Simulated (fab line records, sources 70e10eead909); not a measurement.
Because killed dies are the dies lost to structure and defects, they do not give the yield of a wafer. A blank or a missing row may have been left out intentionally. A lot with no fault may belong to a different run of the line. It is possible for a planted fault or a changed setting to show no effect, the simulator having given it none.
Struck lot and sound lot, side by side | flow nand harc | 24 out of 1302 route steps
Sound: these wafers, L370.1, L370.2, L370.3. The struck wafers were L356.2, L356.3, L356.4. The cause is given at the end.
Per side, at each step with rows, come the tool, then ch with its chambers, and then its first start. Under that, the readings that differ: sound wafers | struck wafers | difference of the means | sigmas: that difference in standard deviations of wafers without a fault.
alike: readings whose means differ by less than 2 such deviations, and words and numbers that are the same on both sides. not compared: withheld readings, readings that some wafer has no value for, bounds like >300 that may hide the same value, and numbers for which the record gives no deviation and whose values overlap.
The two part at a step that has a row with sigmas, a row that says differs or no value, or rows on one side only. Non-overlapping numbers with no deviation appear without sigmas and do not part them. A reading that every wafer of one side lacks parts them only if that side has two wafers or more.

first, 8 steps without rows for these wafers: NHARC_A_CHANNEL_HOLE_D2_DESCUM_15 (chemistry O2, time 3 s); NHARC_A_CHANNEL_HOLE_D2_ETCH_38 (etches the open film in CF4, target depth 39 nm, time 65 s); NHARC_A_CHANNEL_HOLE_D2_ETCH_39 (etches the open film in N2/H2, target depth 260 nm, time 325 s); NHARC_A_CHANNEL_HOLE_D2_ETCH_34 (etches the open film in CF4/CHF3, target depth 154 nm, time 77 s); NHARC_A_CHANNEL_HOLE_D2_ETCH_16 (etches the open film in O2/COS, target depth 3100 nm, time 806 s); NHARC_A_CHANNEL_HOLE_D2_ETCH_19 (etches the open film in C4F8/O2/Ar, time 34.5 s); NHARC_A_CHANNEL_HOLE_D2_ETCH_20 (etches the open film in C4F8/O2/Ar, time 361.9 s, target depth 1600 nm); NHARC_A_CHANNEL_HOLE_D2_ETCH_21 (etches the open film in C4F8/O2/Ar, time 514.3 s, target depth 1600 nm).
NHARC_A_CHANNEL_HOLE_D2_ETCH_22: etches the open film in C4F8/O2/Ar, time 666.7 s, target depth 1600 nm.
  sound on har etch-02 ch 0,1, day 21 11:10; struck on har etch-02 ch 0,1, day 15 05:38
  no value came back on the struck wafers for any of 6 readings (c4f8 flow sccm (sccm), chamber pressure mTorr (mTorr) and others); on the sound wafers c4f8 flow sccm (sccm) reads 88.96 88.94 88.82
  not compared: rf hours counter h
then, 8 steps without rows for these wafers: NHARC_A_CHANNEL_HOLE_D2_ETCH_23 (etches the open film in C4F8/O2/Ar, time 819 s, target depth 1600 nm); NHARC_A_CHANNEL_HOLE_D2_ETCH_24 (etches the open film in C4F8/O2/Ar, time 906.2 s, target depth 1500 nm); NHARC_A_CHANNEL_HOLE_D2_ETCH_25 (etches the open film in C4F8/O2/Ar, time 1040.2 s, target depth 1500 nm); NHARC_A_CHANNEL_HOLE_D2_ETCH_26 (etches the open film in C4F8/O2/Ar, time 224.1 s, target depth 300 nm); NHARC_A_CHANNEL_HOLE_D2_ETCH_27 (etches the open film in C4F8/O2/Ar, time 90 s, target depth 400 nm); NHARC_A_CHANNEL_HOLE_D2_STRIP_41 (strips in N2/H2); NHARC_A_CHANNEL_HOLE_D2_STRIP_42 (strips in CF4/CHF3); NHARC_A_CHANNEL_HOLE_D2_STRIP_43 (strips in O2/COS).
NHARC_A_CHANNEL_HOLE_D2_ETCH_44: etches the open film in CF4/O2, target depth 140 nm, overetch 14 nm, time 77 s.
  sound on rie diel-10 ch 0,1,3, day 21 15:02; struck on rie diel-10 ch 1,2,3, day 15 09:29
  reading               | sound             | struck            | difference | sigmas
  oes product au (a.u.) | 0.973 0.981 0.999 | 1.018 1.019 1.008 | +0.031     | +3
  alike: bias w, cf4 flow sccm, drypump motor current A, mfc ar sccm, rf vpp V, showerhead plenum p Torr, throttle valve pct
  not compared: rf hours counter h, model.A_CHANNEL_HOLE_D2.cd nm
then, 3 steps without rows for these wafers: NHARC_A_CHANNEL_HOLE_D2_STRIP_28 (strips in O2); NHARC_A_CHANNEL_HOLE_D2_PRECLEAN_29 (cleans in SC1); NHARC_A_CHANNEL_HOLE_D2_SRD_30.
NHARC_A_CHANNEL_HOLE_D2_CD_MEAS_31:
  sound: cd sem-03 at day 21 15:50; struck: cd sem-02 at day 15 10:17
  reading    | sound          | struck      | difference | sigmas
  cd nm (nm) | 89.1 89.4 89.2 | 2.3 1.5 2.4 | -87.2      | -58
NHARC_A_CHANNEL_HOLE_D2_XSEM_32:
  sound on xsem-02 ch 0, day 21 15:55; struck on xsem-01 ch 0, day 15 10:22
  reading        | sound          | struck         | difference | sigmas
  bot cd nm (nm) | 72.6 73.9 73.2 | 3.0 2.5 3.0    | -70.4      | -44
  bow nm (nm)    | 8.76 8.71 8.58 | 0.05 0.05 0.05 | -8.63      | -38
  alike: tilt deg
-- jump in the record: it breaks off in module A_CHANNEL_HOLE_D2 and resumes in module END (first step shown: number 1302 of the route), and 11 days separate the struck wafers' starts before and after --
NHARC_END_SORT_01:
  only the struck wafers appear in the record here, on prober-02 ch 0 at day 26 13:07; the sound ones have no rows

## WHERE THEY PART
At NHARC_A_CHANNEL_HOLE_D2_ETCH_22 first; at NHARC_END_SORT_01 last (within this record only).

WHY: what the simulator had put in
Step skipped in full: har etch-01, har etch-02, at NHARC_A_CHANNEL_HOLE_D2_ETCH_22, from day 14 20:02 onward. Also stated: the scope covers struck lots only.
